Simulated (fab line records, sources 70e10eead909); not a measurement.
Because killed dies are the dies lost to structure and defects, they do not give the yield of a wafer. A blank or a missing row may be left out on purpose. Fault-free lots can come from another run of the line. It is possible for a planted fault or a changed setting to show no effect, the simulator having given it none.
Chamber matching ; flow nand-harc ; 4 sister chambers for NHARC_A_BLC_ETCH_16 on rie-diel-04
The step etches the open film in CF4, target depth 39 nm, time 65 s. 4 wafers are shown with their chamber, then 11 later ones without.

## WAFERS PAIRED WITH THEIR CHAMBERS
wafer;chamber;drypump-motor-current-A (A)
L084.4;0;5.9
L090.1;2;5.4
L090.5;3;6.6
L088.1;1;5.6

## WAFERS WITHOUT THEIR CHAMBER
wafer;drypump-motor-current-A (A)
L088.3;5.4
L088.6;5.9
L092.1;5.4
L092.2;5.6
L092.5;5.6
L096.1;5.9
L096.2;5.4
L096.6;5.4
L094.1;5.9
L094.2;5.4
L094.4;6.7

## CHAMBER TAKEN BY EACH
wafer;from the rows above;in truth
L088.3;2;2
L088.6;0;0
L092.1;2;2
L092.2;1;1
L092.5;1;1
L096.1;0;0
L096.2;2;2
L096.6;2;2
L094.1;0;0
L094.2;2;2
L094.4;3;3
Placed correctly: 11 of 11. Not placeable from these rows: 0. Placed wrongly: 0.
How it was worked out, from the rows above alone: a wafer's distance from a chamber is the root of the sum, over the readings, of the square of ((its reading less the chamber's mean) divided by the reading's scatter). If the next closest chamber is less than 2 further off than the closest, the wafer can't be placed; otherwise it belongs to the closest. A chamber's mean is the mean of its shown wafers. The scatter (one wafer shown for each chamber): square how far every hidden wafer sits from the nearest shown wafer, average those squares and take the square root.
